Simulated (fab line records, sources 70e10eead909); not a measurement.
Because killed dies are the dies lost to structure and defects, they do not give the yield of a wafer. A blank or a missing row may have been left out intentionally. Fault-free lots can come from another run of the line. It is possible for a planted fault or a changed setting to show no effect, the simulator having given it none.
fab line records ; flow nand_harc
record: lots: 11; wafers: 33; last_day: 23
route steps=1159 shown P_BONDPAD@368 END@1159
lots that met no fault: taken from a fault-free run of the same line
start_h: the number of hours between the record's first day and the start of the first shown wafer of the lot ; wait_h: hours from the lot's prior step to this one ; " same as the row above ; L1.1+2: one row covering several wafers at once ; - no value present, or no start provided ; * or withheld: withheld ; < > ~ a bound
route shown NAME@n: NAME is a module with steps in the file, n the number in the route of the first one ; usual: the fault-free wafers' mean and standard deviation ; same: alike in all rows ; chamber/n: place in a boat ; sites: each site's reading ; _std_site: standard deviation of those values ; _edge_site: outer sites' mean less inner sites' ; radius_mm: how far each site lies from the wafer's centre ; mask NAME#n: copy n ; behind: the last tool/chamber to shape the wafer ; hold: the reason the lot was held/the length of the hold in hours/how it ended ; device: names the non-switching transistor (n, p or np) ; end of line: tests of these same wafers at the route's end ; where a step has no rows: the recipe by itself ; killed: the dies lost at the first sort to structure and to defects; this is not the yield of the wafer ; map: the dies of a wafer, with x for killed, . for not killed, _ for no die there
set.NAME: the setting as run; set.NAME@STEP: as run at that earlier step ; model.NAME: the simulator's own value behind a step, which no gauge read
one table for each step of the route and one row for each wafer, over a sample of lots
services: the hour from which a tool's chamber was out of use, counted from the record's first day as start_h (under 0 if before that day), plus the number of hours and why
== steps ==
step: NHARC_P_BONDPAD_ETCH_37
recipe: target_depth_a: 600; overetch_a: 180; time_s: 65.91; ion_energy_ev: 200; n2_flow_sccm: 150; h2_flow_sccm: 150; ar_flow_sccm: 0; rf_w: 400; bias_w: 150; chemistry: N2/H2
usual: drypump_motor_current_A: 5.7/0.64; n2_flow_sccm: 150.0/0.45; oes_product_au: 0.996/0.013; rf_vpp_V: 431/3.4; showerhead_plenum_p_Torr: 2.04/0.12; throttle_valve_pct: 14.171/0.01
lot.wafer;tool;chamber;start_h;wait_h;drypump_motor_current_A;n2_flow_sccm;oes_product_au;rf_hours_counter_h;rf_vpp_V;showerhead_plenum_p_Torr;throttle_valve_pct
L933.1;rie_diel-06;0;124.58;0.1;4.9;149.9;1.001;4;434;2.18;14.168
L933.3;rie_diel-06;1;124.58;0.1;6.6;149.9;0.984;1;427;1.91;14.176
L933.4;rie_diel-06;2;124.58;0.1;6.0;150.8;1.006;5;434;2.18;14.168
L932.1;rie_diel-01;1;135.74;0.2;5.3;149.7;0.995;57;424;1.88;14.184
L932.5;rie_diel-01;3;135.74;0.2;5.0;150.4;0.991;-;428;1.94;14.173
L932.6;rie_diel-01;0;135.74;0.2;5.8;149.5;0.987;-;433;2.12;14.172
L935.1;rie_diel-01;2;147.40;0.1;6.1;149.4;1.010;0;432;2.10;14.176
L935.6;rie_diel-01;2;147.40;0.1;6.1;149.2;1.025;-;432;2.10;14.181
L935.5;rie_diel-01;3;147.40;0.1;5.0;150.3;0.990;-;427;1.94;14.180
L934.2;rie_diel-01;3;148.06;0.1;5.0;149.9;0.983;0;429;1.94;14.167
L934.4;rie_diel-01;1;148.06;0.1;5.3;150.0;1.017;0;434;2.22;14.181
L934.5;rie_diel-01;0;148.06;0.1;5.8;149.4;0.990;-;432;2.11;14.194
L936.4;rie_diel-06;2;152.59;0.1;5.9;150.6;1.012;7;435;2.18;14.189
L936.3;rie_diel-06;0;152.59;0.1;4.9;149.9;1.001;7;435;2.18;14.166
L936.6;rie_diel-06;3;152.59;0.1;5.1;149.6;1.004;-;430;2.02;14.169
L938.2;rie_diel-02;0;167.10;0.1;6.3;149.4;0.994;3;425;1.91;14.166
L938.5;rie_diel-02;3;167.10;0.1;5.2;149.9;1.003;-;428;1.93;14.185
L938.6;rie_diel-02;0;167.10;0.1;6.2;149.6;1.000;-;424;1.91;14.170
L943.3;rie_diel-06;0;207.98;0.1;4.9;150.2;1.006;11;435;2.18;14.167
L943.5;rie_diel-06;1;207.98;0.1;6.6;149.7;0.976;-;427;1.91;14.173
L943.6;rie_diel-06;2;207.98;0.1;6.0;149.3;0.998;-;434;2.18;14.184
L944.1;rie_diel-06;2;208.48;0.1;5.9;149.7;0.996;11;435;2.18;14.156
L944.3;rie_diel-06;3;208.48;0.1;5.1;149.0;0.990;11;429;2.01;14.168
L944.6;rie_diel-06;1;208.48;0.1;6.6;149.6;0.978;-;426;1.91;14.174
L945.3;rie_diel-06;1;208.83;0.1;6.6;150.2;0.980;6;426;1.91;14.171
L945.6;rie_diel-06;3;208.83;0.1;5.1;150.9;0.990;-;430;2.01;14.150
L945.5;rie_diel-06;0;208.83;0.1;4.9;149.9;1.011;-;434;2.18;14.158
L946.4;rie_diel-06;1;221.73;0.1;6.6;150.0;0.967;9;428;1.91;14.162
L946.3;rie_diel-06;2;221.73;0.1;6.0;149.5;1.005;14;434;2.18;14.158
L946.1;rie_diel-06;0;221.73;0.1;4.9;149.5;1.004;13;435;2.18;14.165
L951.1;rie_diel-06;0;240.58;0.1;4.9;150.4;1.006;15;434;2.18;14.171
L951.2;rie_diel-06;2;240.58;0.1;5.9;149.4;0.999;15;434;2.17;14.157
L951.6;rie_diel-06;0;240.58;0.1;4.9;150.1;1.011;-;435;2.18;14.171
step: NHARC_P_BONDPAD_DEGAS_25
recipe: temp_c: 300; time_s: 60
usual: heater_power_w: 474/51
lot.wafer;tool;chamber;start_h;wait_h;heater_power_w
L933.1;pvd_sputter-01;-;125.43;-;413
L933.3;pvd_sputter-01;-;125.43;-;421
L933.4;pvd_sputter-01;-;125.43;-;470
L932.1;pvd_sputter-01;-;136.71;-;459
L932.5;pvd_sputter-01;-;136.71;-;445
L932.6;pvd_sputter-01;-;136.71;-;439
L935.1;pvd_sputter-02;-;148.34;-;550
L935.6;pvd_sputter-02;-;148.34;-;573
L935.5;pvd_sputter-02;-;148.34;-;537
L934.4;pvd_sputter-03;-;148.95;-;435
L934.2;pvd_sputter-03;-;148.95;-;459
L934.5;pvd_sputter-03;-;148.95;-;479
L936.3;pvd_sputter-02;-;153.45;-;540
L936.4;pvd_sputter-02;-;153.45;-;466
L936.6;pvd_sputter-02;-;153.45;-;568
L938.2;pvd_sputter-03;-;168.07;-;428
L938.5;pvd_sputter-03;-;168.07;-;511
L938.6;pvd_sputter-03;-;168.07;-;428
L943.3;pvd_sputter-02;-;208.82;-;468
L943.5;pvd_sputter-02;-;208.82;-;464
L943.6;pvd_sputter-02;-;208.82;-;554
L944.3;pvd_sputter-02;-;209.38;-;559
L944.1;pvd_sputter-02;-;209.38;-;551
L944.6;pvd_sputter-02;-;209.38;-;463
L945.3;pvd_sputter-03;-;209.69;-;479
L945.6;pvd_sputter-03;-;209.69;-;456
L945.5;pvd_sputter-03;-;209.69;-;516
L946.3;pvd_sputter-03;-;222.63;-;459
L946.4;pvd_sputter-03;-;222.63;-;511
L946.1;pvd_sputter-03;-;222.63;-;420
L951.1;pvd_sputter-02;-;241.48;-;484
L951.2;pvd_sputter-02;-;241.48;-;556
L951.6;pvd_sputter-02;-;241.48;-;489
step: NHARC_P_BONDPAD_INSPECT_23
usual: raw_defect_count: 320/100
lot.wafer;tool;chamber;start_h;wait_h;raw_defect_count
L933.1;defect_inspect-01;-;127.14;0.0;316
L933.3;defect_inspect-01;-;127.14;0.0;269
L933.4;defect_inspect-01;-;127.14;0.0;337
L932.1;defect_inspect-01;-;138.34;0.1;188
L932.5;defect_inspect-01;-;138.34;0.1;430
L932.6;defect_inspect-01;-;138.34;0.1;196
L935.1;defect_inspect-01;-;149.95;0.0;375
L935.5;defect_inspect-01;-;149.95;0.0;462
L935.6;defect_inspect-01;-;149.95;0.0;325
L934.2;defect_inspect-01;-;150.58;0.0;404
L934.4;defect_inspect-01;-;150.58;0.0;599
L934.5;defect_inspect-01;-;150.58;0.0;427
L936.3;defect_inspect-02;-;155.38;0.0;322
L936.4;defect_inspect-02;-;155.38;0.0;261
L936.6;defect_inspect-02;-;155.38;0.0;251
L938.2;defect_inspect-02;-;169.83;0.0;271
L938.5;defect_inspect-02;-;169.83;0.0;408
L938.6;defect_inspect-02;-;169.83;0.0;195
L943.3;defect_inspect-02;-;210.43;0.0;330
L943.5;defect_inspect-02;-;210.43;0.0;250
L943.6;defect_inspect-02;-;210.43;0.0;229
L944.1;defect_inspect-02;-;210.98;0.0;266
L944.3;defect_inspect-02;-;210.98;0.0;288
L944.6;defect_inspect-02;-;210.98;0.0;304
L945.3;defect_inspect-01;-;211.30;0.0;126
L945.5;defect_inspect-01;-;211.30;0.0;230
L945.6;defect_inspect-01;-;211.30;0.0;336
L946.1;defect_inspect-02;-;224.26;0.0;199
L946.3;defect_inspect-02;-;224.26;0.0;300
L946.4;defect_inspect-02;-;224.26;0.0;168
L951.1;defect_inspect-01;-;243.12;0.0;326
L951.2;defect_inspect-01;-;243.12;0.0;356
L951.6;defect_inspect-01;-;243.12;0.0;384
step: NHARC_P_BONDPAD_ACTIVATE_29
recipe: time_s: 60; n2_flow_sccm: 200; ar_flow_sccm: 0; bias_power_w: 0; chemistry: N2
usual: drypump_motor_current_A: 5.7/0.64; n2_flow_sccm: 200.0/0.67; oes_product_au: 0.996/0.011; rf_vpp_V: 64.0/1; run_length_s: 81.2/0.35; showerhead_plenum_p_Torr: 1.77/0.098
lot.wafer;tool;chamber;start_h;wait_h;drypump_motor_current_A;n2_flow_sccm;oes_product_au;rf_hours_counter_h;rf_vpp_V;run_length_s;showerhead_plenum_p_Torr
L933.4;rie_diel-06;3;127.20;0.1;5.1;200.0;1.005;5;63.8;80.9;1.75
L933.3;rie_diel-06;0;127.20;0.1;4.9;200.5;1.010;4;63.9;80.7;1.89
L933.1;rie_diel-06;2;127.20;0.1;6.0;199.6;0.997;5;65.7;81.7;1.89
L932.1;rie_diel-06;0;138.42;0.1;4.9;200.6;0.999;5;65.7;80.8;1.89
L932.5;rie_diel-06;3;138.42;0.1;5.1;201.1;1.010;-;63.9;80.8;1.75
L932.6;rie_diel-06;2;138.42;0.1;6.0;201.4;1.015;-;64.7;81.4;1.88
L935.1;rie_diel-02;0;150.05;0.1;6.2;200.5;0.993;61;63.2;80.7;1.66
L935.5;rie_diel-02;1;150.05;0.1;6.3;198.7;0.989;-;63.2;81.7;1.70
L935.6;rie_diel-02;2;150.05;0.1;5.8;199.1;0.970;-;63.9;81.1;1.64
L934.2;rie_diel-06;3;150.69;0.1;5.1;200.0;1.006;7;64.3;80.7;1.75
L934.4;rie_diel-06;0;150.69;0.1;4.9;199.3;0.998;7;64.8;81.0;1.89
L934.5;rie_diel-06;1;150.69;0.1;6.6;199.6;0.978;-;62.9;80.9;1.66
L936.3;rie_diel-06;1;155.45;0.1;6.6;199.8;0.989;2;63.3;81.3;1.66
L936.4;rie_diel-06;2;155.45;0.1;5.9;200.0;1.008;7;64.4;81.8;1.88
L936.6;rie_diel-06;1;155.45;0.1;6.6;198.7;0.983;-;62.8;81.0;1.66
L938.2;rie_diel-02;0;170.01;0.2;6.2;200.1;0.988;4;65.0;80.9;1.65
L938.6;rie_diel-02;0;170.01;0.2;6.2;200.5;0.993;-;63.8;80.6;1.65
L938.5;rie_diel-02;1;170.01;0.2;6.3;200.4;0.998;-;62.8;81.4;1.70
L943.3;rie_diel-02;0;210.50;0.1;6.2;200.5;1.005;19;63.1;80.7;1.65
L943.6;rie_diel-02;0;210.50;0.1;6.2;199.1;1.000;-;63.7;81.0;1.65
L943.5;rie_diel-02;1;210.50;0.1;6.3;201.7;1.007;-;62.3;81.8;1.69
L944.3;rie_diel-06;2;211.06;0.1;5.9;201.0;1.006;12;64.2;91.2;1.88
L944.1;rie_diel-06;3;211.06;0.1;5.1;199.1;0.995;12;65.3;91.0;1.74
L944.6;rie_diel-06;1;211.06;0.1;6.6;198.9;0.985;-;62.9;90.9;1.66
L945.3;rie_diel-06;1;211.39;0.1;6.6;200.4;0.979;7;62.2;90.8;1.66
L945.5;rie_diel-06;2;211.39;0.1;6.0;200.0;0.997;-;65.8;91.4;1.88
L945.6;rie_diel-06;3;211.39;0.1;5.1;199.9;0.989;-;64.6;91.5;1.75
L946.4;rie_diel-06;2;224.32;0.1;6.0;199.3;0.996;14;64.9;91.1;1.88
L946.1;rie_diel-06;3;224.32;0.1;5.1;201.3;0.993;13;62.6;90.5;1.74
L946.3;rie_diel-06;0;224.32;0.1;4.9;199.7;0.997;13;64.7;90.4;1.89
L951.2;rie_diel-01;0;243.19;0.1;5.8;200.0;1.001;30;65.3;81.2;1.82
L951.1;rie_diel-01;2;243.19;0.1;6.2;199.8;1.001;34;63.8;81.6;1.81
L951.6;rie_diel-01;0;243.19;0.1;5.8;200.4;0.994;-;63.7;81.2;1.82
step: NHARC_END_SORT_01
recipe: temp_c: 25
usual: defect_limited_yield: 95.0/1.7; killed_at_array: 31/11; killed_at_other: 0.5/0.78; killed_at_periphery: 3.0/2; killed_dies: 34/12; killed_open: 3.2/2; killed_short: 1.9/1.6; sort_bin_2_pct: 1.6/0.67; sort_bin_3_pct: 0.26/0.2; sort_bin_4_pct: 3.2/1.1; sort_n_pass: 643/12; sort_rim_yield_pct: 96.8/1.8; sort_yield_pct: 95.0/1.7
same: gross_dies: 677; sort_bin_5_pct[%]: 0; sort_bin_6_pct[%]: 0; sort_bin_7_pct[%]: 0; sort_bin_8_pct[%]: 0; sort_rim_n_gross: 106.00
lot.wafer;tool;chamber;start_h;wait_h;defect_limited_yield[%];killed_at_array;killed_at_other;killed_at_periphery;killed_dies;killed_open;killed_short;sort_bin_2_pct[%];sort_bin_3_pct[%];sort_bin_4_pct[%];sort_n_pass;sort_rim_yield_pct[%];sort_yield_pct[%]
L951.1;prober-01;0;556.49;2.5;97.5;15;0;2;17;1;5;0.7;0.15;1.6;660;96.2;97.5
L951.2;prober-01;0;557.29;2.8;96.8;21;0;1;22;4;1;1.2;0.15;1.9;655;98.1;96.8
L951.6;prober-01;0;560.45;4.0;97.2;17;0;2;19;3;2;0.6;0.15;2.1;658;97.2;97.2
killed by level:class
L951.1 A_CHANNEL_HOLE_D1:chamber_film_flake=6 A_WL_FILL:geometric_particle:short=2 A_CONTACT:chamber_film_flake=2 P_CONTACT:geometric_particle:short=1 A_CHANNEL_HOLE_D1:geometric_particle:short=1 A_CHANNEL_FILL_D1:geometric_particle:open=1 A_CHANNEL_FILL_D1:geometric_particle:short=1 P_ZERO_WELL:chamber_film_flake=1
L951.2 A_CHANNEL_HOLE_D1:chamber_film_flake=6 A_SGD_CUT:chamber_film_flake=4 A_CONTACT:chamber_film_flake=3 A_STAIRCASE:chamber_film_flake=2 P_CONTACT:geometric_particle:open=1 A_SOURCE_PLATE:geometric_particle:open=1 A_CHANNEL_FILL_D1:geometric_particle:short=1 A_M0:geometric_particle:open=1
L951.6 A_CHANNEL_HOLE_D1:chamber_film_flake=10 P_CONTACT:geometric_particle:open=1 A_CHANNEL_FILL_D1:geometric_particle:short=1 A_CHANNEL_FILL_D1:geometric_particle:open=1 A_CONTACT:geometric_particle:open=1 A_CONTACT:geometric_particle:short=1 P_ZERO_WELL:chamber_film_flake=1 A_STAIRCASE:chamber_film_flake=1
== services ==
tool;chamber;start_h;hours;kind
pvd_sputter-03;-;102.00;10.0;pm
rie_diel-06;-;102.02;1.4;repair
rie_diel-06;0;122.20;-;clean
rie_diel-06;1;122.20;-;clean
rie_diel-06;2;122.20;-;clean
rie_diel-06;3;122.20;-;clean
rie_diel-06;1;132.37;16.8;repair
rie_diel-01;-;137.80;9.0;pm
rie_diel-06;0;146.70;-;clean
rie_diel-06;2;146.70;-;clean
rie_diel-06;3;146.70;-;clean
rie_diel-02;-;150.70;9.0;pm
pvd_sputter-01;-;158.00;10.0;pm
rie_diel-06;-;162.28;12.5;repair
rie_diel-01;-;168.95;1.2;repair
rie_diel-06;0;195.20;-;clean
rie_diel-06;1;195.20;-;clean
rie_diel-06;2;195.20;-;clean
rie_diel-06;3;195.20;-;clean
rie_diel-02;3;205.93;7.4;repair
pvd_sputter-02;-;214.01;10.0;pm
rie_diel-02;2;219.20;6.0;repair
pvd_sputter-03;-;224.96;7.2;repair
rie_diel-06;-;241.20;9.0;pm
== key ==
first_sign: step: NHARC_P_BONDPAD_ACTIVATE_29; reading: run_length_s; direction: up; sigmas: 28; usual: *; struck: *
effect none on later readings
met_at NHARC_P_BONDPAD_ACTIVATE_29
struck_lots L944,L945,L946
not_acting_at NHARC_P_BONDPAD_ETCH_37,NHARC_P_BONDPAD_DEGAS_25,NHARC_P_BONDPAD_INSPECT_23
onset_between 155.45 211.06
fault: kind: process_parameter_drift; tool: rie_diel-06; chamber: -; onset_h: 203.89; steps: NHARC_P_BONDPAD_ACTIVATE_29; channel: time_s; offset: *; shape: step; end_h: 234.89; acts_in: *; stated: *
